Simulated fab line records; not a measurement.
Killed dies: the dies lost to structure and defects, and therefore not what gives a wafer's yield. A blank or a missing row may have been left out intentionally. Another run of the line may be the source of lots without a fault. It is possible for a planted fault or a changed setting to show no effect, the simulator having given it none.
Matching of chambers / flow n5_finfet / uv_cure-01 running N5_BEOL_M7_CURE_75: 3 sister chambers
The step cures SiCOH lowk, time 120 s. 3 wafers are shown with their chamber, then 7 later ones without.

## WAFERS, EACH WITH ITS CHAMBER
wafer=L079.5 chamber=2 wafer_temp_C_max=371.0
wafer=L081.5 chamber=1 wafer_temp_C_max=372.1
wafer=L084.5 chamber=0 wafer_temp_C_max=371.0

## WAFERS MISSING THEIR CHAMBER
wafer=L084.6 wafer_temp_C_max=371.8
wafer=L091.1 wafer_temp_C_max=372.5
wafer=L091.2 wafer_temp_C_max=372.3
wafer=L091.6 wafer_temp_C_max=371.6
wafer=L093.3 wafer_temp_C_max=371.0
wafer=L093.4 wafer_temp_C_max=371.5
wafer=L093.6 wafer_temp_C_max=370.9

## CHAMBER TAKEN BY EACH
wafer=L084.6; from the rows above=can't be placed: 1 or 0 or 2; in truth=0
wafer=L091.1; from the rows above=1; in truth=1
wafer=L091.2; from the rows above=1; in truth=1
wafer=L091.6; from the rows above=can't be placed: 1 or 0 or 2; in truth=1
wafer=L093.3; from the rows above=can't be placed: 0 or 2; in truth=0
wafer=L093.4; from the rows above=can't be placed: 0 or 2 or 1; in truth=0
wafer=L093.6; from the rows above=can't be placed: 0 or 2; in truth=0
Correctly placed: 2 of 7. Unplaceable from these rows: 5, with the true chamber sitting among the candidates in 5. Number placed wrongly: 0.
How it was worked out, from the rows above alone: a wafer's distance from a chamber is the root of the sum, over the readings, of the square of ((its reading less the chamber's mean) divided by the reading's scatter). If the next closest chamber is less than 2 further off than the closest, the wafer can't be placed; otherwise it belongs to the closest. The mean given for a chamber averages the wafers shown for that chamber. The scatter: with one shown wafer a chamber, the root of the mean of the squares of how far each hidden wafer lies from its nearest shown one.
